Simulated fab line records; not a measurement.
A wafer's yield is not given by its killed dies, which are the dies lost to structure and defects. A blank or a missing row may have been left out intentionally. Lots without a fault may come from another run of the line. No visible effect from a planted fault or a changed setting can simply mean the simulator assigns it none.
What tool caused it?	flow nand harc	Sampling: 11 lots, 33 wafers, 4 of 1302 route steps

## WHAT THE GAUGES SHOWED, per wafer
No reading from a measuring or inspecting step in the record can be judged against a usual standard deviation.

## WHAT TOOL EACH LOT RAN ON (gives the tool, then ch and the chambers of the sampled wafers, and finally the start)
lot	NHARC_A_CONTACT_ETCH_88	NHARC_A_CONTACT_ETCH_31	NHARC_A_CONTACT_ETCH_134	NHARC_A_CONTACT_ETCH_92
L162	rie diel-04 ch 1,3, day 21 23:06	rie diel-04 ch 0,3, day 22 00:13 or earlier	har cap etch-02 ch 0,1, day 22 00:13	rie diel-08 ch 0,1,3, day 22 02:20
L168	rie diel-08 ch 0,3, day 24 05:12	rie diel-08 ch 0,1,3, day 24 06:17 or earlier	har cap etch-01 ch 0, day 24 06:17	rie diel-09 ch 2,3, day 24 08:06
L169	rie diel-04 ch 0,1,3, day 24 20:29	rie diel-04 ch 1,2,3, day 24 21:31 or earlier	har cap etch-02 ch 0,1, day 24 21:31	rie diel-09 ch 0,2,3, day 24 23:23
L172	rie diel-08 ch 0,1, day 26 01:56	rie diel-08 ch 2,3, day 26 03:29 or earlier	har cap etch-03 ch 0,1, day 26 03:29	rie diel-09 ch 0,1,3, day 26 05:21
L177	rie diel-09 ch 0,1,3, day 27 12:26	rie diel-09 ch 1,3, day 27 13:30 or earlier	har cap etch-01 ch 0, day 27 13:30	rie diel-08 ch 0,2,3, day 27 15:20
L178	rie diel-09 ch 0,1,3, day 29 12:11	rie diel-09 ch 0,1,3, day 29 13:13 or earlier	har cap etch-03 ch 0,1, day 29 13:13	rie diel-09 ch 2,3, day 29 15:36
L182	rie diel-04 ch 0,2,3, day 30 04:53	rie diel-04 ch 1,2,3, day 30 05:58 or earlier	har cap etch-01 ch 0,1, day 30 05:58	rie diel-09 ch 0,1,2, day 30 07:46
L180	rie diel-08 ch 1,2,3, day 30 09:32	rie diel-08 ch 0,3, day 30 10:40 or earlier	har cap etch-01 ch 0,1, day 30 10:40	rie diel-09 ch 0,1, day 30 12:25
L181	rie diel-09 ch 0,3, day 30 10:19	rie diel-09 ch 0,1, day 30 11:25 or earlier	har cap etch-03 ch 0,1, day 30 11:25	rie diel-09 ch 1,2,3, day 30 13:14
L183	rie diel-08 ch 0,1, day 30 21:05	rie diel-08 ch 2,3, day 31 00:56 or earlier	har cap etch-01 ch 0,1, day 31 00:56	rie diel-09 ch 2,3, day 31 02:46
L185	rie diel-09 ch 0,2,3, day 31 13:30	rie diel-09 ch 0,2, day 31 14:44 or earlier	har cap etch-01 ch 0,1, day 31 14:44	rie diel-09 ch 0,2,3, day 31 16:34
- NHARC_A_CONTACT_ETCH_88: etches the open film in CF4, target depth 39 nm, time 65 s.
- NHARC_A_CONTACT_ETCH_31: etches the open film in O2/COS, target depth 2800 nm, time 728 s.
- NHARC_A_CONTACT_ETCH_134: etches the open film in C4F8/O2/Ar, time 140 s, target depth 700 nm.
- NHARC_A_CONTACT_ETCH_92: etches the open film in CH3F/O2, target depth 40 nm, time 85.7 s.

## AS READ BY THE TOOLS THEMSELVES (means over the sampled wafers that have a number; for cases with no such wafer, the mark the record gives instead)
NHARC_A_CONTACT_ETCH_88. Usual: bias w 99.9 W, standard deviation 0.31; drypump motor current A 5.7 A, standard deviation 0.54; oes product au 0.998 a.u., standard deviation 0.0095; rf vpp V 151.3 V, standard deviation 1; showerhead plenum p Torr 1.78 Torr, standard deviation 0.065; throttle valve pct 13.283 %, standard deviation 0.009.
lot	tool	bias w (W)	drypump motor current A (A)	oes product au (a.u.)	rf vpp V (V)	showerhead plenum p Torr (Torr)	throttle valve pct (%)	flag
L162	rie diel-04	99.9	5.1	1.002	151.0	1.77	13.282	
L168	rie diel-08	100.0	5.4	1.004	150.9	1.81	13.285	
L169	rie diel-04	99.8	5.3	1.001	151.0	1.75	13.281	
L172	rie diel-08	99.8	5.5	1.002	151.7	1.86	13.292	
L177	rie diel-09	100.0	6.1	0.994	150.9	1.79	13.293	
L178	rie diel-09	99.7	6.1	0.993	151.5	1.79	13.282	
L182	rie diel-04	99.6	5.6	1.008	151.4	1.80	13.284	
L180	rie diel-08	100.2	5.7	1.001	151.2	1.75	13.290	
L181	rie diel-09	99.7	6.1	0.974	152.0	1.82	13.279	
L183	rie diel-08	100.1	5.5	0.997	152.0	1.85	13.284	
L185	rie diel-09	100.0	5.7	0.995	151.3	1.79	13.286	

NHARC_A_CONTACT_ETCH_31. Usual: bias w 300.1 W, standard deviation 0.93; drypump motor current A 5.7 A, standard deviation 0.52; oes product au 0.998 a.u., standard deviation 0.009; rf vpp V 314.2 V, standard deviation 1.9; showerhead plenum p Torr 3.13 Torr, standard deviation 0.11; throttle valve pct 28.331 %, standard deviation 0.0099.
lot	tool	bias w (W)	drypump motor current A (A)	oes product au (a.u.)	rf vpp V (V)	showerhead plenum p Torr (Torr)	throttle valve pct (%)	flag
L162	rie diel-04	300.5	5.5	1.002	314.5	3.17	28.327	
L168	rie diel-08	300.8	5.7	1.005	315.0	3.22	28.327	
L169	rie diel-04	300.4	5.3	1.008	314.5	3.15	28.326	
L172	rie diel-08	300.2	5.6	0.994	312.3	3.00	28.324	
L177	rie diel-09	300.0	5.8	1.004	314.5	3.15	28.323	
L178	rie diel-09	299.3	6.2	0.993	315.2	3.16	28.325	
L182	rie diel-04	299.8	5.3	1.000	314.3	3.13	28.335	
L180	rie diel-08	300.8	5.6	1.003	313.8	3.09	28.334	
L181	rie diel-09	300.0	6.5	0.980	314.1	3.16	28.337	
L183	rie diel-08	299.7	5.6	1.005	310.9	2.97	28.337	
L185	rie diel-09	300.6	6.0	0.993	314.0	3.16	28.339	

NHARC_A_CONTACT_ETCH_92. Usual: bias w 100.00 W, standard deviation 0.3; drypump motor current A 5.7 A, standard deviation 0.52; oes product au 0.927 a.u., standard deviation 0.017; rf vpp V 244.5 V, standard deviation 1.6; showerhead plenum p Torr 2.47 Torr, standard deviation 0.094; throttle valve pct 20.663 %, standard deviation 0.0098.
lot	tool	bias w (W)	drypump motor current A (A)	oes product au (a.u.)	rf vpp V (V)	showerhead plenum p Torr (Torr)	throttle valve pct (%)	flag
L162	rie diel-08	100.10	5.7	0.919	245.3	2.54	20.658	
L168	rie diel-09	99.91	5.3	0.927	245.7	2.50	20.665	
L169	rie diel-09	100.07	5.6	0.863	244.7	2.50	20.675	OFF
L172	rie diel-09	99.85	6.1	0.861	245.4	2.49	20.665	OFF
L177	rie diel-08	100.07	5.5	0.931	243.2	2.43	20.666	
L178	rie diel-09	99.90	5.3	0.922	244.9	2.49	20.666	
L182	rie diel-09	100.25	6.0	0.912	243.3	2.44	20.665	
L180	rie diel-09	99.99	6.4	0.919	244.8	2.48	20.659	
L181	rie diel-09	99.71	5.7	0.922	243.9	2.44	20.658	
L183	rie diel-09	100.23	5.2	0.920	244.0	2.44	20.669	
L185	rie diel-09	99.69	5.6	0.925	244.7	2.49	20.655	

## THE ANSWER, worked out from the rows above alone
Rule: a lot is off if the mean of its wafers that have a number lies more than 3 standard deviations from the usual mean. Also off: a lot with no number at a reading for which 4 or more lots have one. The other lots that the step has rows for count as sound. The gauges are gone through in route order, then the tools' own readings, and for those a lot's mean is taken as printed above. At the first step where some lot is off, the reading lying furthest off is the one used; lots without a number count as furthest.
Off, at NHARC_A_CONTACT_ETCH_92 on oes product au: L169, L172.
A tool fits if, at that step or a process step before it, it ran every lot that is off, and no sound lot after the first of them. NHARC_A_CONTACT_ETCH_31: start missing for some lots; hours and lot order therefore follow NHARC_A_CONTACT_ETCH_134. Not one of the candidates tried fits.

## WHAT THE SIMULATOR HAD INSERTED
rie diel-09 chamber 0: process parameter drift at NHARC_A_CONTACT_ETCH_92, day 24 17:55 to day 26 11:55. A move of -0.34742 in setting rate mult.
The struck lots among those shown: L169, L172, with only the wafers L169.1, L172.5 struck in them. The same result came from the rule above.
